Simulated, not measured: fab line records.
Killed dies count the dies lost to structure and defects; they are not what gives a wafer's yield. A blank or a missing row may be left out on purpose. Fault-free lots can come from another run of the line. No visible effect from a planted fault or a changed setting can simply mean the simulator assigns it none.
Matching of chambers :: flow nand_harc :: NHARC_A_ONON_D2_DEP_33 on pecvd-01 has 3 sister chambers
The step deposits SiO2, target thk 200 nm. 6 wafers are shown with their chamber, then 8 later ones without.

## WAFERS, EACH WITH ITS CHAMBER
wafer: L079.5
chamber: 1
heater_power_w (W): 623
heater_power_outer_w (W): 344

wafer: L082.5
chamber: 1
heater_power_w (W): 633
heater_power_outer_w (W): 344

wafer: L085.1
chamber: 2
heater_power_w (W): 504
heater_power_outer_w (W): 285

wafer: L085.4
chamber: 2
heater_power_w (W): 374
heater_power_outer_w (W): 185

wafer: L085.6
chamber: 0
heater_power_w (W): 407
heater_power_outer_w (W): 203

wafer: L086.1
chamber: 0
heater_power_w (W): 425
heater_power_outer_w (W): 219

## WAFERS WITHOUT THEIR CHAMBER
wafer: L086.2
heater_power_w (W): 426
heater_power_outer_w (W): 226

wafer: L086.6
heater_power_w (W): 601
heater_power_outer_w (W): 334

wafer: L089.2
heater_power_w (W): 423
heater_power_outer_w (W): 216

wafer: L089.3
heater_power_w (W): 491
heater_power_outer_w (W): 245

wafer: L089.6
heater_power_w (W): 507
heater_power_outer_w (W): 276

wafer: L093.1
heater_power_w (W): 467
heater_power_outer_w (W): 253

wafer: L093.4
heater_power_w (W): 479
heater_power_outer_w (W): 267

wafer: L093.5
heater_power_w (W): 578
heater_power_outer_w (W): 322

## WHICH CHAMBER EACH WENT THROUGH
wafer: L086.2
from the rows above: can't be placed: 2 or 0
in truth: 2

wafer: L086.6
from the rows above: 1
in truth: 1

wafer: L089.2
from the rows above: can't be placed: 0 or 2
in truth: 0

wafer: L089.3
from the rows above: can't be placed: 2 or 0
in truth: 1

wafer: L089.6
from the rows above: can't be placed: 2 or 0 or 1
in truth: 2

wafer: L093.1
from the rows above: can't be placed: 2 or 0
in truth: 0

wafer: L093.4
from the rows above: can't be placed: 2 or 0
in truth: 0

wafer: L093.5
from the rows above: 1
in truth: 1
Placed correctly: 2 of 8. Unplaceable from these rows: 6, with the true chamber sitting among the candidates in 5. 0 placed wrongly.
How it was worked out, from the rows above alone: a wafer's distance from a chamber is the root of the sum, over the readings, of the square of ((its reading less the chamber's mean) divided by the reading's scatter). If the next closest chamber is less than 2 further off than the closest, the wafer can't be placed; otherwise it belongs to the closest. Each chamber's mean is taken over the wafers shown for it. How the scatter is found: for the shown wafers, subtract from each reading the mean of its chamber, square and add these, divide the total by (wafers less chambers), then take the root.
